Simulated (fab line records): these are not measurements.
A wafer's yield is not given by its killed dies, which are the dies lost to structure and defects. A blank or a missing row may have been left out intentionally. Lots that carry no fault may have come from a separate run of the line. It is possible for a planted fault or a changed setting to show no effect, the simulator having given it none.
Chamber matching :: flow n5_finfet :: N5_BEOL_M7_ETCH_62 on rie_diel-06: 4 sister chambers
The step etches SOC in N2/H2, target depth 110 nm, overetch 22 nm, time 165 s. 14 wafers are shown with their chamber, then 7 later ones without.

== WAFERS WITH THEIR CHAMBER ==
wafer: L074.4
chamber: 1
showerhead_plenum_p_Torr (Torr): 2.69
throttle_valve_pct (%): 17.79
oes_product_au (a.u.): 0.75

wafer: L074.5
chamber: 0
showerhead_plenum_p_Torr (Torr): 2.49
throttle_valve_pct (%): 17.41
oes_product_au (a.u.): 0.80

wafer: L074.6
chamber: 1
showerhead_plenum_p_Torr (Torr): 2.69
throttle_valve_pct (%): 17.80
oes_product_au (a.u.): 0.75

wafer: L075.1
chamber: 3
showerhead_plenum_p_Torr (Torr): 2.47
throttle_valve_pct (%): 17.57
oes_product_au (a.u.): 0.72

wafer: L075.3
chamber: 2
showerhead_plenum_p_Torr (Torr): 2.52
throttle_valve_pct (%): 17.68
oes_product_au (a.u.): 0.59

wafer: L075.6
chamber: 0
showerhead_plenum_p_Torr (Torr): 2.49
throttle_valve_pct (%): 17.42
oes_product_au (a.u.): 0.80

wafer: L077.1
chamber: 0
showerhead_plenum_p_Torr (Torr): 2.49
throttle_valve_pct (%): 17.43
oes_product_au (a.u.): 0.79

wafer: L077.2
chamber: 1
showerhead_plenum_p_Torr (Torr): 2.68
throttle_valve_pct (%): 17.82
oes_product_au (a.u.): 0.74

wafer: L077.5
chamber: 1
showerhead_plenum_p_Torr (Torr): 2.68
throttle_valve_pct (%): 17.81
oes_product_au (a.u.): 0.73

wafer: L082.2
chamber: 3
showerhead_plenum_p_Torr (Torr): 2.46
throttle_valve_pct (%): 17.57
oes_product_au (a.u.): 0.69

wafer: L082.3
chamber: 0
showerhead_plenum_p_Torr (Torr): 2.48
throttle_valve_pct (%): 17.45
oes_product_au (a.u.): 0.76

wafer: L082.6
chamber: 1
showerhead_plenum_p_Torr (Torr): 2.68
throttle_valve_pct (%): 17.82
oes_product_au (a.u.): 0.73

wafer: L087.1
chamber: 3
showerhead_plenum_p_Torr (Torr): 2.46
throttle_valve_pct (%): 17.60
oes_product_au (a.u.): 0.69

wafer: L087.2
chamber: 0
showerhead_plenum_p_Torr (Torr): 2.48
throttle_valve_pct (%): 17.47
oes_product_au (a.u.): 0.75

SIGNATURES, as means of the wafers listed above
reading: showerhead_plenum_p_Torr
chamber 0: 2.4860
chamber 1: 2.6840
chamber 2: 2.5200
chamber 3: 2.4633
scatter within a chamber: 0.00554

reading: throttle_valve_pct
chamber 0: 17.4360
chamber 1: 17.8080
chamber 2: 17.6800
chamber 3: 17.5800
scatter within a chamber: 0.019

reading: oes_product_au
chamber 0: 0.7800
chamber 1: 0.7400
chamber 2: 0.5900
chamber 3: 0.7000
scatter within a chamber: 0.0179
Rule: for each reading, subtract the chamber's mean from the wafer's reading, divide by that reading's scatter and square the result; add these up over the readings and take the root, which gives the wafer's distance from the chamber. If the next closest chamber is less than 2 further off than the closest, the wafer can't be placed; otherwise it belongs to the closest. The scatter is the square root of a quotient: the sum, over the shown wafers, of each reading's squared deviation from its chamber's mean, divided by wafers minus chambers.

== WAFERS WHOSE CHAMBER IS MISSING ==
wafer: L087.3
showerhead_plenum_p_Torr (Torr): 2.51
throttle_valve_pct (%): 17.72
oes_product_au (a.u.): 0.57

wafer: L097.2
showerhead_plenum_p_Torr (Torr): 2.47
throttle_valve_pct (%): 17.50
oes_product_au (a.u.): 0.74

wafer: L097.3
showerhead_plenum_p_Torr (Torr): 2.46
throttle_valve_pct (%): 17.61
oes_product_au (a.u.): 0.68

wafer: L097.6
showerhead_plenum_p_Torr (Torr): 2.47
throttle_valve_pct (%): 17.50
oes_product_au (a.u.): 0.74

wafer: L096.3
showerhead_plenum_p_Torr (Torr): 2.45
throttle_valve_pct (%): 17.63
oes_product_au (a.u.): 0.67

wafer: L096.4
showerhead_plenum_p_Torr (Torr): 2.45
throttle_valve_pct (%): 17.62
oes_product_au (a.u.): 0.67

wafer: L096.6
showerhead_plenum_p_Torr (Torr): 2.47
throttle_valve_pct (%): 17.50
oes_product_au (a.u.): 0.73

== WHICH CHAMBER EACH ONE RAN IN ==
wafer: L087.3
from the rows above: 2
in truth: 2

wafer: L097.2
from the rows above: can't be placed: 3 or 0
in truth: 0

wafer: L097.3
from the rows above: 3
in truth: 3

wafer: L097.6
from the rows above: can't be placed: 3 or 0
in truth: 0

wafer: L096.3
from the rows above: 3
in truth: 3

wafer: L096.4
from the rows above: 3
in truth: 3

wafer: L096.6
from the rows above: can't be placed: 3 or 0
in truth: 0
Placed correctly: 4 of 7. Not placeable from these rows: 3 (in 3, the candidates include the true chamber). Placed wrongly: 0.
